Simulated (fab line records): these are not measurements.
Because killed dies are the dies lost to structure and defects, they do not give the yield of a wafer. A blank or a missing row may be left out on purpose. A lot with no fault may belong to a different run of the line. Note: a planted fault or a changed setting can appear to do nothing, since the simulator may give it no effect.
Chamber matching	flow nandHarc	4 sister chambers for NHARC_A_M0_STRIP_18 on rieDiel-09
The step strips in N2/H2. 8 wafers are shown with their chamber, then 12 later ones without.

## EACH WAFER AND ITS CHAMBER
wafer	chamber	drypumpMotorCurrentA (A)	powerW (W)
L089.3	0	6.03	996.1
L089.4	1	6.07	1006.7
L084.2	0	6.11	998.9
L084.3	3	6.21	992.6
L084.4	3	6.25	996.4
L088.1	2	6.22	1001.0
L088.3	1	6.08	1001.5
L088.6	2	6.21	999.7

## WAFERS WITHOUT THEIR CHAMBER
wafer	drypumpMotorCurrentA (A)	powerW (W)
L090.1	6.23	997.8
L090.2	6.24	998.5
L090.3	6.04	999.8
L094.1	6.07	1004.5
L094.3	6.29	1003.0
L094.5	6.08	1003.3
L092.1	6.04	999.5
L092.2	6.23	997.0
L092.6	6.24	994.7
L095.2	6.20	999.8
L095.3	6.23	1000.9
L095.4	6.10	998.4

## EACH ONE'S CHAMBER
wafer	from the rows above	in truth
L090.1	can't be placed: 2 or 3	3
L090.2	can't be placed: 2 or 3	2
L090.3	can't be placed: 0 or 1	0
L094.1	1	1
L094.3	can't be placed: 2 or 3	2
L094.5	can't be placed: 1 or 0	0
L092.1	can't be placed: 0 or 1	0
L092.2	can't be placed: 3 or 2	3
L092.6	3	3
L095.2	can't be placed: 2 or 3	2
L095.3	2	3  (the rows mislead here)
L095.4	can't be placed: 0 or 1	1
Correctly placed: 2 of 12. These rows do not allow placing 9 (true chamber among the candidates in 9). Number placed wrongly: 1.
How it was worked out, from the rows above alone: a wafer's distance from a chamber is the root of the sum, over the readings, of the square of ((its reading less the chamber's mean) divided by the reading's scatter). The wafer belongs to the nearest chamber; if the next one is less than 2 further off, it can't be placed. Each chamber's mean is taken over the wafers shown for it. How the scatter is found: for the shown wafers, subtract from each reading the mean of its chamber, square and add these, divide the total by (wafers less chambers), then take the root.
